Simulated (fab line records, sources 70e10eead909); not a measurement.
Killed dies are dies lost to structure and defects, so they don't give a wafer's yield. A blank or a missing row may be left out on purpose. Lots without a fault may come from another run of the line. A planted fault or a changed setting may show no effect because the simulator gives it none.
Chamber matching | flow nand_harc | NHARC_A_CONTACT_ETCH_92 on rie_diel-07: 4 sister chambers
The step etches the open film in CH3F/O2, target depth 40 nm, time 85.7 s. 4 wafers are shown with their chamber, then 12 later ones without.

WAFERS WITH THEIR CHAMBER
wafer  | chamber | showerhead_plenum_p_Torr (Torr)
L088.3 | 1       | 2.57
L093.1 | 0       | 2.51
L093.3 | 3       | 2.33
L093.4 | 2       | 2.52

WAFERS WITHOUT THEIR CHAMBER
wafer  | showerhead_plenum_p_Torr (Torr)
L096.1 | 2.33
L096.2 | 2.52
L096.6 | 2.52
L096.3 | 2.50
L096.4 | 2.56
L096.5 | 2.33
L095.3 | 2.52
L095.4 | 2.56
L095.6 | 2.56
L097.1 | 2.52
L097.2 | 2.50
L097.4 | 2.56

WHICH CHAMBER EACH WENT THROUGH
wafer  | from the rows above     | in truth
L096.1 | 3                       | 3
L096.2 | can't be placed: 2 or 0 | 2
L096.6 | can't be placed: 2 or 0 | 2
L096.3 | can't be placed: 0 or 2 | 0
L096.4 | 1                       | 1
L096.5 | 3                       | 3
L095.3 | can't be placed: 2 or 0 | 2
L095.4 | 1                       | 1
L095.6 | 1                       | 1
L097.1 | can't be placed: 2 or 0 | 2
L097.2 | can't be placed: 0 or 2 | 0
L097.4 | 1                       | 1
Placed correctly: 6 of 12. Can't be placed from these rows: 6 (the true chamber is among the candidates in 6). Placed wrongly: 0.
How it was worked out, from the rows above alone: a wafer's distance from a chamber is the root of the sum, over the readings, of the square of ((its reading less the chamber's mean) divided by the reading's scatter). The wafer belongs to the nearest chamber; if the next one is less than 2 further off, it can't be placed. A chamber's mean is the mean of its shown wafers. The scatter: with one shown wafer a chamber, the root of the mean of the squares of how far each hidden wafer lies from its nearest shown one.
